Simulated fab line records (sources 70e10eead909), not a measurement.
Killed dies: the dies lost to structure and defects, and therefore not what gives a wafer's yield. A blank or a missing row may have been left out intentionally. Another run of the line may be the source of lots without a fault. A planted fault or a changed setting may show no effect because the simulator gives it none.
Problem report in the 8D (eight disciplines) form, filled by code || flow nand_harc || the parts of the form that need people (team, actions taken, sign-off) are left out

1. THE PROBLEM
NHARC_END_SORT_01, killed_at_array: mean 674 on 2 wafers (1 lot); fault-free wafers 21, standard deviation 8.9. That puts it +73 standard deviations away from the usual mean.
Seen first at day 23 15:52 on prober-02, wafer L545.2. The record holds 3 wafers of 1 lot with a number at this step. Rule for "out" (also "out of limits"): further than 4 standard deviations from the usual mean. All remaining wafers that have a number are taken as sound.

2. WHAT IT IS, WHAT IT ISN'T
{"question": "which readings at this step", "is": "killed_at_array, killed_dies", "is not": "killed_at_other, killed_at_periphery, killed_open, killed_short"}
{"question": "which lots", "is": "L545", "is not": "-"}
{"question": "which wafers of those lots", "is": "L545.2, L545.6", "is not": "L545.5"}
{"question": "read on which gauges", "is": "prober-02", "is not": "-"}
{"question": "when", "is": "from day 23 15:52", "is not": "up to then (0 sound wafers); but 1 sound wafer of L545 came after"}

3. THE SUSPECTS, EACH WITH WHAT RULES IT OUT
Counting: any tool at a process step up to the reading remains a suspect provided it ran every lot that is out. Sound lots after the first of them don't rule it out here, since some wafers of a struck lot are sound.
- the gauge at NHARC_END_SORT_01: ruled out. All the wafers that are out were read on prober-02, but those of them that NHARC_A_CHANNEL_HOLE_D1_ETCH_16 has rows for are out there too, on other tools.
- rie_diel-02 at NHARC_A_CHANNEL_HOLE_D1_ETCH_16 (etches the open film in O2/COS, target depth 3100 nm, time 806 s): kept. It ran the lot that is out, L545 (day 12 06:07). On those wafers its own readings are out: oes_product_au.
- At NHARC_A_CHANNEL_HOLE_D1_ETCH_16 on rie_diel-02, chamber 3 took the sound wafers of the same lots and chamber 0 took the wafers that are out.
The count leaves rie_diel-02 at NHARC_A_CHANNEL_HOLE_D1_ETCH_16.

4. THE CAUSE (what the simulator had put in)
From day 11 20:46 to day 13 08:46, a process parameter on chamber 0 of rie_diel-02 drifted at NHARC_A_CHANNEL_HOLE_D1_ETCH_16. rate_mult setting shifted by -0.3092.
Counting left only this tool.

5. THE CHAIN OF EFFECTS, in route order
Rows list readings where the struck wafers' mean (over those with a number) sits beyond 3 standard deviations from the usual. Scope: only readings with a usual standard deviation given in the record; hours: median across lots of the time from each lot's start at the first step in this table that gives one to its start at this step; sigmas: change in usual standard deviations.
{"hours": 0, "step": "NHARC_A_CHANNEL_HOLE_D1_ETCH_16", "reading": "oes_product_au", "usual": "1.004 a.u.", "on struck wafers": 0.809, "change": -0.195, "sigmas": -21}
{"hours": 274, "step": "NHARC_END_SORT_01", "reading": "killed_at_array", "usual": 21, "on struck wafers": 674, "change": "+652", "sigmas": "+73"}
{"hours": 274, "step": "NHARC_END_SORT_01", "reading": "killed_dies", "usual": 26, "on struck wafers": 677, "change": "+651", "sigmas": "+73"}
The process steps in it:
- NHARC_A_CHANNEL_HOLE_D1_ETCH_16: etches the open film in O2/COS, target depth 3100 nm, time 806 s.

6. HOW IT WOULD HAVE BEEN CAUGHT EARLIER
In this record the first reading out of limits at a measuring or inspecting step was taken at day 23 15:52, 283 hours after the fault began at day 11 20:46.
The tool's own readings at NHARC_A_CHANNEL_HOLE_D1_ETCH_16 were out on every struck wafer that the step has a row for (oes_product_au): an alarm limit on them would have fired on the first of those.
All the lots that are out (1) had begun NHARC_A_CHANNEL_HOLE_D1_ETCH_16 on rie_diel-02 by day 23 15:52. Holding the tool at that point would not have protected any of them.
